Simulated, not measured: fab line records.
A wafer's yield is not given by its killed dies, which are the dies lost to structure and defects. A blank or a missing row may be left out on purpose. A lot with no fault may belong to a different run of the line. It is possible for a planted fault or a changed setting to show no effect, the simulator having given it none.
Split-lot experiment ; flow n5-finfet ; 21 wafers read from 7 lots, route of 1938 steps

## THE SPLIT ITSELF
At N5_HKMG_FIN_ETCH_55 (etches SOC in N2/H2, target depth 240 nm, time 300 s), the setting bias-w was moved away from the recipe's 150 W on 5 of the 21 wafers read, by -15.6% to +18.0%. For the rest of the wafers, this setting stayed at what the recipe calls for.

The split's own step is where the reading is taken.

## THE READING
rf-vpp-V, in V, at N5_HKMG_FIN_ETCH_55 (etches SOC in N2/H2, target depth 240 nm, time 300 s). Fault-free wafers of this fab line usually give 524.8 V, standard deviation 2.5 V.

wafer;tool, chamber at the split;bias-w as run, W;against the recipe;rf-vpp-V, V;against lot-mates on the recipe
L074.1;rie-diel-05, 1;150;recipe;529.1;-
L074.3;rie-diel-05, 2;150;recipe;525.1;-
L074.5;rie-diel-05, 3;131.9;-12.1%;485.9;-41.2
L078.3;rie-diel-02, 2;177;+18.0%;586.3;+61.5
L078.4;rie-diel-02, 0;150;recipe;524.8;-
L078.5;rie-diel-02, 0;177;+18.0%;583.4;+58.6
L079.1;rie-diel-05, 0;150;recipe;522.5;-
L079.4;rie-diel-05, 3;150;recipe;526.4;-
L079.5;rie-diel-05, 2;150;recipe;525.4;-
L086.3;rie-diel-02, 0;126.6;-15.6%;469.5;-56.1
L086.4;rie-diel-02, 2;150;recipe;527.7;-
L086.6;rie-diel-02, 3;150;recipe;523.5;-
L090.1;rie-diel-05, 0;150;recipe;523.8;-
L090.5;rie-diel-05, 2;150;recipe;525.7;-
L090.6;rie-diel-05, 3;150;recipe;524.0;-
L091.1;rie-diel-01, 3;150;recipe;524.2;-
L091.3;rie-diel-01, 0;150;recipe;520.0;-
L091.5;rie-diel-01, 3;175.5;+17.0%;579.5;+57.4
L094.1;rie-diel-05, 3;150;recipe;524.6;-
L094.3;rie-diel-05, 1;150;recipe;527.8;-
L094.6;rie-diel-05, 1;150;recipe;526.7;-

THE FIT
A straight line over all 21 wafers: rf-vpp-V changes by +3.34 V for each +1% of bias-w; r = +1.00; the points scatter about the line by 2.2 V.
The same after taking each lot's own level away (the mean of its wafers on the recipe; 21 wafers): +3.41 V for each +1%; r = +1.00; scatter 1.7 V.
On that fit, the largest move of bias-w shifts the reading by 61 V.
Across the lots, their own levels run from 522.10 to 527.10 V, a range of 2.0 times the standard deviation given above.
Hence the lot-to-lot level has little effect on the slope; both slopes agree.
Check: for one of the wafers moved furthest among these (+18.0%), held out of the fit, the line's prediction against its lot-mates is +60.9 V. Against them it came out at +61.5 V.
Tool readings at the split's step, against how far the setting was moved: rf-vpp-V r = +1.00.

## ADDITIONAL SPLITS CARRIED BY THESE WAFERS
Other splits were also applied to these wafers ahead of the reading. Each is held against what the fit with the lots' levels taken away leaves over:
other split on the same wafers;wafers away from the commonest value;r with rf-vpp-V (lot level and that fit taken away)
N5_DUMMY_GATE_ETCH_31 target-depth-a;9;+0.02
N5_SD_EPI_P_PEB_07 peb-time-s;7;+0.06
N5_SD_EPI_P_DEVELOP_08 develop-time-s;8;+0.09

## FILE'S OWN FIT
rf-vpp-V changes by +3.42 V for each +1% of bias-w, r = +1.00.
